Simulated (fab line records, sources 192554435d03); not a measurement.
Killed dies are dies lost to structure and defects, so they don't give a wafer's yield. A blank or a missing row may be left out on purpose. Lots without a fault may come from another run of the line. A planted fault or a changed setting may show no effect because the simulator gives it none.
Chamber matching | flow n5_finfet | N5_MOL_CONTACT_COAG_ALD_131 on ald_sin-02: 4 sister chambers
The step deposits SiO2, target thk 5 nm, pulse time 1 s, co reactant pulse time 1 s. 30 wafers are shown with their chamber, then 12 later ones without.

WAFERS WITH THEIR CHAMBER
wafer  | chamber | heater_power_w (W) | precursor_pulse_height_rel
L074.2 | 1       | 76                 | 1.033
L074.3 | 2       | 82                 | 0.941
L074.4 | 0       | 84                 | 0.978
L075.1 | 3       | 73                 | 1.027
L075.5 | 3       | 73                 | 0.995
L075.6 | 2       | 81                 | 1.032
L079.2 | 3       | 73                 | 1.013
L079.4 | 0       | 80                 | 1.036
L079.6 | 3       | 74                 | 1.008
L080.4 | 3       | 73                 | 0.986
L080.5 | 2       | 81                 | 0.985
L080.6 | 1       | 76                 | 0.998
L082.1 | 0       | 84                 | 1.006
L082.3 | 3       | 72                 | 0.988
L082.5 | 0       | 82                 | 1.017
L084.3 | 1       | 75                 | 0.963
L084.4 | 3       | 72                 | 0.977
L084.5 | 2       | 84                 | 0.972
L085.1 | 2       | 83                 | 0.997
L085.4 | 1       | 78                 | 0.964
L085.5 | 2       | 84                 | 0.994
L086.2 | 0       | 81                 | 0.995
L086.5 | 1       | 76                 | 1.007
L086.6 | 2       | 84                 | 0.969
L088.2 | 1       | 74                 | 0.977
L088.4 | 1       | 76                 | 1.013
L088.6 | 3       | 72                 | 0.979
L090.3 | 3       | 72                 | 0.971
L090.5 | 2       | 83                 | 0.992
L090.6 | 1       | 74                 | 0.992

SIGNATURES (means of the wafers above)
reading                    | chamber 0 | chamber 1 | chamber 2 | chamber 3 | scatter within a chamber
heater_power_w             | 82.20     | 75.62     | 82.75     | 72.67     | 1.24
precursor_pulse_height_rel | 1.00640   | 0.99337   | 0.98525   | 0.99378   | 0.023
Rule: a wafer's distance from a chamber is the root of the sum, over the readings, of the square of ((its reading less the chamber's mean) divided by the reading's scatter). The wafer belongs to the nearest chamber; if the next one is less than 2 further off, it can't be placed. The scatter: the root of (the sum of the squares of (reading less its chamber's mean) over the shown wafers, divided by (wafers less chambers)).

WAFERS WITHOUT THEIR CHAMBER
wafer  | heater_power_w (W) | precursor_pulse_height_rel
L094.1 | 74                 | 0.998
L094.2 | 71                 | 1.013
L094.4 | 82                 | 1.005
L095.1 | 75                 | 1.004
L095.4 | 83                 | 0.984
L095.5 | 76                 | 0.990
L096.1 | 73                 | 1.010
L096.2 | 74                 | 0.995
L096.3 | 83                 | 1.032
L097.1 | 84                 | 1.005
L097.2 | 82                 | 0.989
L097.6 | 81                 | 1.038

WHICH CHAMBER EACH WENT THROUGH
wafer  | from the rows above     | in truth
L094.1 | can't be placed: 3 or 1 | 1
L094.2 | 3                       | 3
L094.4 | can't be placed: 0 or 2 | 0
L095.1 | can't be placed: 1 or 3 | 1
L095.4 | can't be placed: 2 or 0 | 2
L095.5 | 1                       | 1
L096.1 | can't be placed: 3 or 1 | 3
L096.2 | can't be placed: 3 or 1 | 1
L096.3 | can't be placed: 0 or 2 | 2
L097.1 | can't be placed: 2 or 0 | 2
L097.2 | can't be placed: 2 or 0 | 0
L097.6 | can't be placed: 0 or 2 | 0
Placed correctly: 2 of 12. Can't be placed from these rows: 10 (the true chamber is among the candidates in 10). Placed wrongly: 0.
